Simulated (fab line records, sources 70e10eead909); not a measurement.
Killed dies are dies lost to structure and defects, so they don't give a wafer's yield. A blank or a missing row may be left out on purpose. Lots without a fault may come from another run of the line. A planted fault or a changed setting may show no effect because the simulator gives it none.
Which tool did it? | flow nand_harc | 11 lots, 33 wafers sampled, at 6 steps of a route of 1302

WHAT THE GAUGES READ, wafer by wafer
NHARC_P_ZERO_WELL_CD_MEAS_24: target cd 720 nm.
lot  | measured     | on        | cd_nm (nm)
L806 | day 2 08:35  | cd_sem-03 | 718.7 717.6 718.3
L807 | day 2 18:35  | cd_sem-01 | 721.1 722.5 723.8
L809 | day 3 14:36  | cd_sem-02 | 720.7 720.9 718.6
L810 | day 4 00:37  | cd_sem-01 | 720.6 719.4 720.1
L818 | day 7 08:29  | cd_sem-02 | 758.7 760.4 760.4
L819 | day 7 18:56  | cd_sem-01 | 762.4 763.9 763.3
L822 | day 9 00:28  | cd_sem-01 | 720.4 720.1 721.3
L823 | day 9 10:38  | cd_sem-03 | 721.2 721.3 723.4
L824 | day 9 20:38  | cd_sem-01 | 719.0 717.9 717.4
L825 | day 10 06:36 | cd_sem-01 | 721.3 718.4 720.3
L826 | day 10 16:31 | cd_sem-01 | 718.7 719.5 718.2

NHARC_P_STI_INSPECT_11.
lot  | measured     | on                | raw_defect_count
L806 | day 3 06:37  | defect_inspect-01 | 3 6 3
L807 | day 3 14:44  | defect_inspect-02 | 4 4 7
L809 | day 4 12:25  | defect_inspect-01 | 9 8 8
L810 | day 4 22:33  | defect_inspect-02 | 4 7 5
L818 | day 8 06:53  | defect_inspect-02 | 3 11 3
L819 | day 8 15:00  | defect_inspect-02 | 6 5 9
L822 | day 10 00:20 | defect_inspect-01 | 5 4 5
L823 | day 10 06:47 | defect_inspect-02 | 6 1 5
L824 | day 10 17:11 | defect_inspect-01 | 3 1 1
L825 | day 11 02:35 | defect_inspect-01 | 5 3 6
L826 | day 11 14:34 | defect_inspect-02 | 7 3 10

NHARC_END_SORT_01.
lot  | measured     | on        | killed_at_array | killed_at_other | killed_at_periphery | killed_dies | killed_open | killed_short
L818 | day 30 09:56 | prober-01 | 53 68 64        | 0 1 1           | 3 9 1               | 56 78 66    | 2 4 2       | 1 2 4

WHICH TOOL RAN EACH LOT (tool, then ch and the chambers of the sampled wafers, then the start)
lot  | NHARC_P_ZERO_WELL_EXPOSE_21       | NHARC_P_ZERO_WELL_DESCUM_39       | NHARC_P_ZERO_WELL_DESCUM_54
L806 | krf_scanner-03 ch 0, day 2 08:26  | rie_diel-07 ch 0,1, day 2 10:22   | rie_diel-10 ch 0,2,3, day 2 12:02
L807 | krf_scanner-02 ch 0, day 2 18:26  | rie_diel-11 ch 0,3, day 2 20:26   | rie_diel-11 ch 0,1,2, day 2 22:07
L809 | krf_scanner-04 ch 0, day 3 14:27  | rie_diel-11 ch 1,2,3, day 3 16:25 | rie_diel-10 ch 0,1,2, day 3 17:55
L810 | krf_scanner-03 ch 0, day 4 00:28  | rie_diel-11 ch 0,1,2, day 4 02:22 | rie_diel-11 ch 2,3, day 4 03:58
L818 | krf_scanner-03 ch 0, day 7 08:20  | rie_diel-10 ch 1,2,3, day 7 10:17 | rie_diel-07 ch 0,2, day 7 11:47
L819 | krf_scanner-03 ch 0, day 7 18:46  | rie_diel-11 ch 1,2,3, day 7 20:44 | rie_diel-07 ch 0,1,3, day 7 22:23
L822 | krf_scanner-02 ch 0, day 9 00:19  | rie_diel-11 ch 0,3, day 9 02:08   | rie_diel-07 ch 2,3, day 9 03:46
L823 | krf_scanner-02 ch 0, day 9 10:29  | rie_diel-11 ch 2,3, day 9 12:27   | rie_diel-07 ch 0,2, day 9 13:56
L824 | krf_scanner-04 ch 0, day 9 20:29  | rie_diel-11 ch 0,2,3, day 9 22:29 | rie_diel-10 ch 1,2,3, day 10 00:10
L825 | krf_scanner-02 ch 0, day 10 06:27 | rie_diel-10 ch 1,3, day 10 08:31  | rie_diel-10 ch 0,3, day 10 10:08
L826 | krf_scanner-02 ch 0, day 10 16:22 | rie_diel-10 ch 0,3, day 10 18:20  | rie_diel-07 ch 0,1,2, day 10 19:59
- NHARC_P_ZERO_WELL_EXPOSE_21: exposes mask P NWELL, target cd 720 nm.
- NHARC_P_ZERO_WELL_DESCUM_39: chemistry O2, time 3 s.
- NHARC_P_ZERO_WELL_DESCUM_54: chemistry O2, time 3 s.

WHAT THE TOOLS THEMSELVES READ (means of the sampled wafers that have a number; where no wafer has one, the mark that the record gives instead)
NHARC_P_ZERO_WELL_EXPOSE_21.
lot  | tool           | exposure_dose_mJ_cm2
L806 | krf_scanner-03 | 22.321
L807 | krf_scanner-02 | 22.330
L809 | krf_scanner-04 | 22.317
L810 | krf_scanner-03 | 22.304
L818 | krf_scanner-03 | 28.429
L819 | krf_scanner-03 | 28.439
L822 | krf_scanner-02 | 22.313
L823 | krf_scanner-02 | 22.332
L824 | krf_scanner-04 | 22.328
L825 | krf_scanner-02 | 22.332
L826 | krf_scanner-02 | 22.311

NHARC_P_ZERO_WELL_DESCUM_39.
lot  | tool        | drypump_motor_current_A (A) | o2_flow_sccm (sccm) | oes_product_au (a.u.) | rf_vpp_V (V) | showerhead_plenum_p_Torr (Torr) | throttle_valve_pct (%)
L806 | rie_diel-07 | 5.9                         | 200.0               | 1.002                 | 57.5         | 1.94                            | 11.312
L807 | rie_diel-11 | 5.6                         | 199.3               | 1.003                 | 57.7         | 1.85                            | 11.310
L809 | rie_diel-11 | 6.1                         | 199.7               | 1.014                 | 58.1         | 1.95                            | 11.305
L810 | rie_diel-11 | 5.8                         | 200.1               | 1.007                 | 57.5         | 1.88                            | 11.320
L818 | rie_diel-10 | 5.9                         | 199.9               | 1.020                 | 58.9         | 1.88                            | 11.311
L819 | rie_diel-11 | 6.1                         | 200.2               | 1.020                 | 56.9         | 1.94                            | 11.306
L822 | rie_diel-11 | 5.6                         | 200.6               | 1.004                 | 58.4         | 2.04                            | 11.310
L823 | rie_diel-11 | 5.8                         | 199.6               | 1.017                 | 58.0         | 1.90                            | 11.313
L824 | rie_diel-11 | 5.7                         | 200.0               | 1.006                 | 57.6         | 1.97                            | 11.311
L825 | rie_diel-10 | 6.1                         | 200.9               | 1.017                 | 56.6         | 1.93                            | 11.303
L826 | rie_diel-10 | 6.2                         | 200.4               | 1.015                 | 57.9         | 1.93                            | 11.304

NHARC_P_ZERO_WELL_DESCUM_54.
lot  | tool        | drypump_motor_current_A (A) | o2_flow_sccm (sccm) | oes_product_au (a.u.) | rf_vpp_V (V) | showerhead_plenum_p_Torr (Torr) | throttle_valve_pct (%)
L806 | rie_diel-10 | 6.0                         | 199.9               | 1.006                 | 56.9         | 1.91                            | 11.301
L807 | rie_diel-11 | 5.7                         | 200.2               | 1.003                 | 57.2         | 1.88                            | 11.314
L809 | rie_diel-10 | 6.0                         | 199.7               | 1.002                 | 58.5         | 1.87                            | 11.308
L810 | rie_diel-11 | 5.8                         | 200.2               | 1.012                 | 57.6         | 1.91                            | 11.311
L818 | rie_diel-07 | 5.6                         | 199.8               | 0.984                 | 57.6         | 1.84                            | 11.303
L819 | rie_diel-07 | 5.8                         | 199.7               | 1.002                 | 58.1         | 1.91                            | 11.300
L822 | rie_diel-07 | 5.9                         | 200.3               | 1.001                 | 58.5         | 1.87                            | 11.309
L823 | rie_diel-07 | 5.5                         | 200.0               | 0.984                 | 56.9         | 1.84                            | 11.308
L824 | rie_diel-10 | 5.9                         | 200.1               | 1.016                 | 57.8         | 1.88                            | 11.317
L825 | rie_diel-10 | 6.2                         | 200.3               | 1.013                 | 57.9         | 1.94                            | 11.310
L826 | rie_diel-07 | 5.7                         | 200.3               | 0.997                 | 57.8         | 1.88                            | 11.313

THE ANSWER, worked out from the rows above alone
Rule: what is usual is taken from the lots themselves. Put in order of their means at a reading, lots are off if they are a third of the lots or fewer, leave a main group of 4 or more, and stand apart from it by a gap of 3 or more times the standard deviation of the main group's means; of several such gaps the widest counts. A main group whose means are all the same, to the digits that the tables above print for the reading, isn't used. A lot without any number at a reading at which 4 lots or more have one is off too. The other lots that the step has rows for count as sound. The gauges are gone through in route order, then the tools' own readings, and for those a lot's mean is taken as printed above. The first step at which some lot is off is used, and at that step the reading that is off furthest; a lot without a number counts as furthest.
Off: L818, L819, at NHARC_P_ZERO_WELL_CD_MEAS_24 (cd_nm). The main group: mean 720.0 nm, standard deviation 1.4.
A tool fits if, at a process step before that reading, it ran every lot that is off, and no sound lot after the first of them. The gauges at NHARC_P_ZERO_WELL_CD_MEAS_24 aren't tried: what is off there is off at NHARC_P_ZERO_WELL_EXPOSE_21 too, on other tools, and a gauge's error can't cause that. One fits: krf_scanner-03 at NHARC_P_ZERO_WELL_EXPOSE_21. Its last sound lot is L810 (day 4 00:28), its first lot that is off L818 (day 7 08:20): a fault that began between those two fits.
The tool's own readings at NHARC_P_ZERO_WELL_EXPOSE_21 bear it out: on the lots that are off they differ by more than 5 times the standard deviation of the sound lots' means. exposure_dose_mJ_cm2 reads 28.434 there against 22.321 on the sound lots.

WHAT THE SIMULATOR HAD PUT IN
Process parameter drift: krf_scanner-03, from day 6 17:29 on, at NHARC_P_ZERO_WELL_EXPOSE_21. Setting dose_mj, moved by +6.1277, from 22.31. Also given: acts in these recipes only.
Lots struck among those shown: L818, L819. The rule above found the same.
